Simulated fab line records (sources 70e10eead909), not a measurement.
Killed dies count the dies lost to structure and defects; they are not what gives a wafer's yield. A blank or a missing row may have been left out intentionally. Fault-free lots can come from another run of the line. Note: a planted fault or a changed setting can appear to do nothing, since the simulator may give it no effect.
Matching of chambers ; flow nandHarc ; NHARC_P_M0_PRE_CLEAN_31 on pecvd-02 has 3 sister chambers
The step time 12 s. 6 wafers are shown with their chamber, then 9 later ones without.

WAFERS PAIRED WITH THEIR CHAMBERS
wafer;chamber;heaterPowerW (W)
L076.4;0;662
L082.3;0;698
L084.2;2;576
L086.1;2;595
L086.2;1;602
L086.5;1;617

WAFERS WITHOUT THEIR CHAMBER
wafer;heaterPowerW (W)
L087.3;515
L087.5;620
L087.6;746
L094.1;610
L094.5;745
L094.6;588
L095.1;550
L095.2;767
L095.3;547

WHICH CHAMBER EACH WENT THROUGH
wafer;from the rows above;in truth
L087.3;can't be placed: 2 or 1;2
L087.5;can't be placed: 1 or 2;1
L087.6;0;0
L094.1;can't be placed: 1 or 2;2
L094.5;0;0
L094.6;can't be placed: 2 or 1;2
L095.1;can't be placed: 2 or 1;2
L095.2;0;0
L095.3;can't be placed: 2 or 1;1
Correct placement for 3 of the 9. Can't be placed from these rows: 6 (the true chamber is among the candidates in 6). 0 placed wrongly.
How it was worked out, from the rows above alone: a wafer's distance from a chamber is the root of the sum, over the readings, of the square of ((its reading less the chamber's mean) divided by the reading's scatter). If the next closest chamber is less than 2 further off than the closest, the wafer can't be placed; otherwise it belongs to the closest. Each chamber's mean is taken over the wafers shown for it. The scatter is the square root of a quotient: the sum, over the shown wafers, of each reading's squared deviation from its chamber's mean, divided by wafers minus chambers.
